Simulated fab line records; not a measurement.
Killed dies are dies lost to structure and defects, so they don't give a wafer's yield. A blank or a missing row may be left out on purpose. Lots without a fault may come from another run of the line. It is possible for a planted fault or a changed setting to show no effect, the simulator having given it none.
fab line records + flow n5-finfet
record:
- lots: 12
- wafers: 33
- last-day: 18
route steps=1938 shown BEOL_M5@1176 BEOL_M6@1211
lots untouched by any fault: they come from a run of this same line in which no faults occurred
start-h: start of the lot's first displayed wafer, in hours after the record's first day + wait-h: hours since the lot's step before + " the same as in the row above + L1.1+2: several wafers, shown together as one row + - no value, or no start given + * or withheld: withheld + < > ~ a bound
route shown NAME@n: a module of which the file shows steps, and the number in the route of the first + usual: mean/standard deviation taken from wafers without a fault + same: alike in all rows + chamber/n: place in a boat + sites: the reading at each site + _std_site: their standard deviation + _edge_site: outer sites' mean less inner sites' + radius-mm: how far each site lies from the wafer's centre + mask NAME#n: copy n + behind: tool/chamber where the wafer was last shaped + hold: the reason the lot was held/the length of the hold in hours/how it ended + device: the n, p or np transistor that did not switch + end of line: at the end of the route, the tests of the same wafers + for a step that has no rows: nothing shown but its recipe + killed: dies lost to structure and defects at the first sort, not the wafer's yield + map: a wafer's dies, x killed, . not, _ none there
set.NAME: the setting that was run; set.NAME@STEP: the one run at that earlier step + model.NAME: the simulator's own value behind a step, which no gauge read
route steps across a sampled set of lots; one table per step, one row per wafer
services: from which hour (start-h, from the record's first day; less than 0 if before it) a tool's chamber was out of use, for how many hours, and why
== steps ==
step: N5_BEOL_M5_ANNEAL_49
recipe:
- temp-c: 400
- time-s: 1800
- ambient: vacuum
usual:
- heater-power-w: 849/94
- susceptor_temp_C_max: 401.0/0.42
same:
- time-s: 1800
| lot.wafer | tool           | chamber | start-h | wait-h | heater-power-w | susceptor_temp_C_max |
|-----------|----------------|---------|---------|--------|----------------|----------------------|
| L542.2    | pvd-sputter-03 | -       | 177.64  | 0.0    | 931            | 400.7                |
| L542.3    | "              | -       | "       | "      | 850            | 401.0                |
| L542.6    | "              | -       | "       | "      | 845            | 401.1                |
| L543.1    | pvd-sputter-01 | -       | 180.65  | 0.0    | 875            | 400.5                |
| L543.3    | "              | -       | "       | "      | 950            | 400.7                |
| L543.5    | "              | -       | "       | "      | 892            | 400.6                |
| L545.3    | pvd-sputter-01 | -       | 197.13  | 0.0    | 683            | 400.8                |
| L545.5    | "              | -       | "       | "      | 689            | 401.3                |
| L545.6    | "              | -       | "       | "      | 936            | 401.3                |
| L546.2    | pvd-sputter-01 | -       | 202.65  | 0.0    | 880            | 401.1                |
| L546.4    | "              | -       | "       | "      | 686            | 401.3                |
| L546.6    | "              | -       | "       | "      | 972            | 401.0                |
| L548.1    | pvd-sputter-02 | -       | 209.52  | 0.0    | 776            | 401.3                |
| L548.3    | "              | -       | "       | "      | 830            | 401.5                |
| L548.5    | "              | -       | "       | "      | 779            | 401.2                |
| L549.1    | pvd-sputter-02 | -       | 219.67  | 0.0    | 907            | 400.6                |
| L549.3    | "              | -       | "       | "      | 770            | 400.9                |
| L549.6    | "              | -       | "       | "      | 774            | 401.1                |
| L547.2    | pvd-sputter-01 | -       | 219.73  | 0.0    | 889            | 400.6                |
| L547.3    | "              | -       | "       | "      | 676            | 400.8                |
| L547.6    | "              | -       | "       | "      | 693            | 401.3                |
| L555.4    | pvd-sputter-01 | -       | 261.21  | 0.0    | 906            | 401.1                |
| L555.5    | "              | -       | "       | "      | 989            | 401.3                |
| L556.2    | pvd-sputter-01 | -       | 265.63  | 0.0    | 975            | 401.4                |
| L556.5    | "              | -       | "       | "      | 696            | 400.9                |
| L558.2    | pvd-sputter-01 | -       | 275.46  | 0.0    | 884            | 400.8                |
| L558.6    | "              | -       | "       | "      | 970            | 401.7                |
| L560.1    | pvd-sputter-03 | -       | 291.48  | 0.0    | 905            | 401.0                |
| L560.2    | "              | -       | "       | "      | 859            | 400.5                |
| L560.6    | "              | -       | "       | "      | 842            | 402.0                |
| L565.1    | pvd-sputter-03 | -       | 327.50  | 0.0    | 842            | 400.6                |
| L565.3    | "              | -       | "       | "      | 887            | 400.3                |
| L565.5    | "              | -       | "       | "      | 859            | 401.5                |
step: N5_BEOL_M5_SPUTTER_83
recipe:
- material: Cu
- target-thk-a: 150
- temp-c: -20
- chamber-pressure-pa: 0.07
- power-w: withheld
- time-s: 27.62
usual:
- throttle-valve-pct: 29.9/1.2
same:
- time-s: 27.62
| lot.wafer | tool           | chamber | start-h | wait-h | throttle-valve-pct |
|-----------|----------------|---------|---------|--------|--------------------|
| L542.2    | pvd-sputter-03 | -       | 179.73  | 0.5    | 29.1               |
| L542.3    | "              | -       | "       | "      | 30.8               |
| L542.6    | "              | -       | "       | "      | 31.0               |
| L543.1    | pvd-sputter-01 | -       | 182.74  | 0.5    | 28.0               |
| L543.3    | "              | -       | "       | "      | 30.4               |
| L543.5    | "              | -       | "       | "      | 28.2               |
| L545.3    | pvd-sputter-01 | -       | 199.22  | 0.5    | 29.8               |
| L545.5    | "              | -       | "       | "      | 29.8               |
| L545.6    | "              | -       | "       | "      | 30.3               |
| L546.2    | pvd-sputter-01 | -       | 204.75  | 0.5    | 27.9               |
| L546.4    | "              | -       | "       | "      | 29.8               |
| L546.6    | "              | -       | "       | "      | 31.4               |
| L548.1    | pvd-sputter-02 | -       | 211.61  | 0.5    | 29.8               |
| L548.3    | "              | -       | "       | "      | 31.4               |
| L548.5    | "              | -       | "       | "      | 29.5               |
| L549.1    | pvd-sputter-02 | -       | 221.76  | 0.5    | 31.2               |
| L549.3    | "              | -       | "       | "      | 29.5               |
| L549.6    | "              | -       | "       | "      | 29.6               |
| L547.2    | pvd-sputter-01 | -       | 221.82  | 0.5    | 27.9               |
| L547.3    | "              | -       | "       | "      | 29.7               |
| L547.6    | "              | -       | "       | "      | 30.0               |
| L555.4    | pvd-sputter-01 | -       | 263.30  | 0.5    | 28.0               |
| L555.5    | "              | -       | "       | "      | 31.4               |
| L556.2    | pvd-sputter-01 | -       | 267.73  | 0.5    | 31.5               |
| L556.5    | "              | -       | "       | "      | 29.8               |
| L558.2    | pvd-sputter-01 | -       | 277.55  | 0.5    | 27.7               |
| L558.6    | "              | -       | "       | "      | 31.4               |
| L560.1    | pvd-sputter-03 | -       | 294.73  | 0.5    | 28.9               |
| L560.2    | "              | -       | "       | "      | 28.1               |
| L560.6    | "              | -       | "       | "      | 30.8               |
| L565.1    | pvd-sputter-03 | -       | 329.59  | 0.5    | 28.1               |
| L565.3    | "              | -       | "       | "      | 30.7               |
| L565.5    | "              | -       | "       | "      | 30.9               |
step: N5_BEOL_M5_THK_MEAS_53
recipe:
- thk-meas-gauge: xrf
- reads: Cu_of_BEOL_M5_ECD_50
usual:
- M5_THK: 60.8/1.7
| lot.wafer | tool          | chamber | start-h | wait-h | M5_THK[nm] |
|-----------|---------------|---------|---------|--------|------------|
| L542.2    | film-metro-01 | -       | 182.85  | -      | 60.8       |
| L542.3    | "             | -       | "       | "      | 61.5       |
| L542.6    | "             | -       | "       | "      | 62.4       |
| L543.1    | film-metro-01 | -       | 186.79  | -      | 59.9       |
| L543.3    | "             | -       | "       | "      | 60.8       |
| L543.5    | "             | -       | "       | "      | 59.6       |
| L545.3    | film-metro-02 | -       | 202.32  | -      | 60.4       |
| L545.5    | "             | -       | "       | "      | 59.3       |
| L545.6    | "             | -       | "       | "      | 60.7       |
| L546.2    | film-metro-02 | -       | 211.05  | -      | 59.1       |
| L546.4    | "             | -       | "       | "      | 60.1       |
| L546.6    | "             | -       | "       | "      | 59.2       |
| L548.1    | film-metro-02 | -       | 217.77  | -      | 61.2       |
| L548.3    | "             | -       | "       | "      | 61.8       |
| L548.5    | "             | -       | "       | "      | 61.6       |
| L549.1    | film-metro-02 | -       | 225.96  | -      | 60.6       |
| L549.3    | "             | -       | "       | "      | 60.9       |
| L549.6    | "             | -       | "       | "      | 61.3       |
| L547.2    | film-metro-02 | -       | 227.10  | -      | 62.2       |
| L547.3    | "             | -       | "       | "      | 64.6       |
| L547.6    | "             | -       | "       | "      | 59.5       |
| L555.4    | film-metro-01 | -       | 266.32  | -      | 58.9       |
| L555.5    | "             | -       | "       | "      | 59.4       |
| L556.2    | film-metro-02 | -       | 270.98  | -      | 59.8       |
| L556.5    | "             | -       | "       | "      | 57.7       |
| L558.2    | film-metro-02 | -       | 280.77  | -      | 61.8       |
| L558.6    | "             | -       | "       | "      | 60.6       |
| L560.1    | film-metro-01 | -       | 297.81  | -      | 58.2       |
| L560.2    | "             | -       | "       | "      | 61.0       |
| L560.6    | "             | -       | "       | "      | 60.6       |
| L565.1    | film-metro-02 | -       | 332.86  | -      | 60.2       |
| L565.3    | "             | -       | "       | "      | 62.3       |
| L565.5    | "             | -       | "       | "      | 63.9       |
step: N5_BEOL_M6_ETCH_61
recipe:
- chemistry: CF4
- target: SiARC
- target-depth-a: 455
- mask-material: CAR-ArF
- time-s: 75.8
- ion-energy-ev: 80
- pressure-mtorr: 40
- source-w: 545
- bias-w: 36
- Ar_flow_sccm: 100
- cf4-flow-sccm: 100
- ends: cleared
usual:
- drypump-motor-current-A: 5.9/0.4
- etch-rf-on-time-s: 75.5/1.7
- oes-product-au: 0.67/0.086
- rf-vpp-V: 183.6/1.2
- showerhead-plenum-p-Torr: 2.11/0.072
- throttle-valve-pct: 15.59/0.2
| lot.wafer | tool        | chamber | start-h | wait-h | drypump-motor-current-A | etch-rf-on-time-s | oes-product-au | rf-hours-counter-h | rf-vpp-V | showerhead-plenum-p-Torr | throttle-valve-pct |
|-----------|-------------|---------|---------|--------|-------------------------|-------------------|----------------|--------------------|----------|--------------------------|--------------------|
| L542.2    | rie-diel-03 | 1       | 187.03  | 0.0    | 6.4                     | 76.4              | 0.66           | 123                | 183.7    | 2.15                     | 15.61              |
| L542.3    | "           | 3       | "       | "      | 5.9                     | 73.0              | 0.62           | 198                | 182.8    | 2.13                     | 15.47              |
| L542.6    | "           | 1       | "       | "      | 6.3                     | 77.5              | 0.65           | -                  | 184.1    | 2.15                     | 15.60              |
| L543.1    | rie-diel-02 | 0       | 190.50  | 0.0    | 6.4                     | 72.6              | 0.65           | 149                | 182.0    | 1.97                     | 15.67              |
| L543.3    | "           | 1       | "       | "      | 5.4                     | 77.3              | 0.62           | 186                | 184.9    | 2.22                     | 15.52              |
| L543.5    | "           | 0       | "       | "      | 6.3                     | 72.7              | 0.65           | -                  | 181.8    | 1.97                     | 15.70              |
| L545.3    | rie-diel-03 | 3       | 204.52  | 0.0    | 5.9                     | 73.9              | 0.62           | 204                | 184.5    | 2.13                     | 15.47              |
| L545.5    | "           | 1       | "       | "      | 6.4                     | 76.7              | 0.66           | -                  | 183.5    | 2.14                     | 15.62              |
| L545.6    | "           | 0       | "       | "      | 6.3                     | 77.2              | 0.57           | -                  | 184.3    | 2.11                     | 15.88              |
| L546.2    | rie-diel-03 | 0       | 212.60  | 0.0    | 6.3                     | 76.8              | 0.57           | 250                | 182.4    | 2.11                     | 15.86              |
| L546.4    | "           | 1       | "       | "      | 6.3                     | 77.4              | 0.65           | -                  | 184.9    | 2.14                     | 15.61              |
| L546.6    | "           | 0       | "       | "      | 6.3                     | 77.6              | 0.56           | -                  | 183.4    | 2.11                     | 15.87              |
| L548.1    | rie-diel-02 | 3       | 219.68  | 0.0    | 5.9                     | 74.6              | 0.71           | 62                 | 182.9    | 2.07                     | 15.60              |
| L548.3    | "           | 1       | "       | "      | 5.4                     | 77.9              | 0.61           | 200                | 185.1    | 2.22                     | 15.52              |
| L548.5    | "           | 1       | "       | "      | 5.4                     | 77.1              | 0.61           | -                  | 184.6    | 2.22                     | 15.53              |
| L549.1    | rie-diel-05 | 2       | 228.75  | 0.0    | 5.5                     | 77.3              | 0.75           | 34                 | 182.9    | 2.09                     | 15.27              |
| L549.3    | "           | 1       | "       | "      | 5.1                     | 75.5              | 0.59           | 233                | 183.5    | 2.19                     | 15.90              |
| L549.6    | "           | 2       | "       | "      | 5.5                     | 77.1              | 0.74           | -                  | 182.9    | 2.09                     | 15.27              |
| L547.2    | rie-diel-03 | 1       | 229.08  | 0.0    | 6.3                     | 76.3              | 0.65           | 137                | 185.0    | 2.14                     | 15.65              |
| L547.3    | "           | 3       | "       | "      | 5.9                     | 74.2              | 0.60           | 215                | 185.2    | 2.12                     | 15.48              |
| L547.6    | "           | 3       | "       | "      | 5.9                     | 73.8              | 0.61           | -                  | 184.4    | 2.12                     | 15.49              |
| L555.4    | rie-diel-02 | 3       | 269.96  | 0.0    | 6.0                     | 75.0              | 0.69           | 80                 | 182.3    | 2.07                     | 15.64              |
| L555.5    | "           | 2       | "       | "      | 5.8                     | 50.5              | 0.97           | -                  | 183.8    | 2.10                     | 15.46              |
| L556.2    | rie-diel-02 | 3       | 274.36  | 0.0    | 5.9                     | 49.8              | 0.89           | 82                 | 181.9    | 2.07                     | 15.65              |
| L556.5    | "           | 1       | "       | "      | 5.4                     | 51.7              | 0.76           | -                  | 184.2    | 2.21                     | 15.58              |
| L558.2    | rie-diel-02 | 1       | 284.37  | 0.0    | 5.4                     | 52.3              | 0.75           | 222                | 185.2    | 2.21                     | 15.58              |
| L558.6    | "           | 3       | "       | "      | 6.0                     | 75.7              | 0.69           | -                  | 182.1    | 2.06                     | 15.66              |
| L560.1    | rie-diel-05 | 2       | 301.20  | 0.0    | 5.5                     | 76.3              | 0.72           | 63                 | 182.2    | 2.08                     | 15.33              |
| L560.2    | "           | 3       | "       | "      | 6.5                     | 74.4              | 0.58           | 249                | 183.8    | 2.19                     | 15.98              |
| L560.6    | "           | 0       | "       | "      | 5.8                     | 73.2              | 0.84           | -                  | 184.2    | 2.19                     | 15.10              |
| L565.1    | rie-diel-02 | 3       | 335.50  | 0.0    | 5.9                     | 75.3              | 0.67           | 106                | 182.6    | 2.06                     | 15.69              |
| L565.3    | "           | 0       | "       | "      | 6.3                     | 75.1              | 0.61           | 202                | 181.8    | 1.95                     | 15.80              |
| L565.5    | "           | 1       | "       | "      | 5.4                     | 79.1              | 0.58           | -                  | 184.7    | 2.20                     | 15.61              |
== services ==
| tool           | chamber | start-h | hours | kind                          |
|----------------|---------|---------|-------|-------------------------------|
| rie-diel-02    | 2       | 188.84  | -     | clean                         |
| rie-diel-02    | 2       | 188.84  | -     | consumable-replace:focus-ring |
| rie-diel-02    | 2       | 188.84  | 16.3  | scheduled-down                |
| rie-diel-02    | 2       | 188.84  | 16.3  | vent-cycle                    |
| rie-diel-03    | 2       | 203.59  | -     | clean                         |
| rie-diel-03    | 2       | 203.59  | -     | consumable-replace:focus-ring |
| rie-diel-03    | 2       | 203.59  | 17.8  | scheduled-down                |
| rie-diel-03    | 2       | 203.59  | 17.8  | vent-cycle                    |
| rie-diel-03    | 1       | 217.32  | 3.5   | repair                        |
| rie-diel-03    | 0       | 221.39  | -     | clean                         |
| rie-diel-03    | 0       | 221.39  | -     | consumable-replace:focus-ring |
| rie-diel-03    | 0       | 221.39  | 21.7  | scheduled-down                |
| rie-diel-03    | 0       | 221.39  | 21.7  | vent-cycle                    |
| rie-diel-05    | 3       | 253.97  | 1.8   | repair                        |
| pvd-sputter-03 | -       | 254.06  | 7.5   | repair                        |
| rie-diel-05    | 0       | 257.65  | -     | clean                         |
| rie-diel-05    | 0       | 257.65  | -     | consumable-replace:focus-ring |
| rie-diel-02    | 1       | 259.41  | 3.0   | repair                        |
| rie-diel-02    | 0       | 272.35  | 6.4   | repair                        |
| rie-diel-03    | 3       | 272.91  | 8.3   | repair                        |
| rie-diel-03    | 2       | 308.08  | 2.5   | repair                        |
| rie-diel-03    | 3       | 308.34  | 5.9   | repair                        |
| rie-diel-03    | 1       | 314.59  | 8.3   | repair                        |
| rie-diel-05    | 2       | 335.38  | 4.5   | repair                        |
== key ==
first-sign:
- step: N5_BEOL_M6_ETCH_61
- reading: etch-rf-on-time-s
- direction: down
- sigmas: 14
- usual: *
- struck: *
effect:
- step: N5_BEOL_M6_ETCH_61
- reading: oes-product-au
- direction: up
- sigmas: 2
- usual: 0.67
- struck: 0.84
- wafers-moved: 2
met-at N5_BEOL_M6_ETCH_61
struck-lots L555,L556,L558
struck-wafers L555.5,L556.2,L556.5,L558.2
not-acting-at N5_BEOL_M5_ANNEAL_49,N5_BEOL_M5_SPUTTER_83,N5_BEOL_M5_THK_MEAS_53
onset-between 219.68 269.96
fault:
- kind: process-parameter-drift
- tool: rie-diel-02
- chamber: -
- onset-h: 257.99
- steps: N5_BEOL_M6_ETCH_61
- channel: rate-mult
- offset: 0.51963
- shape: step
- end-h: 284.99
- scope: struck-wafers-only
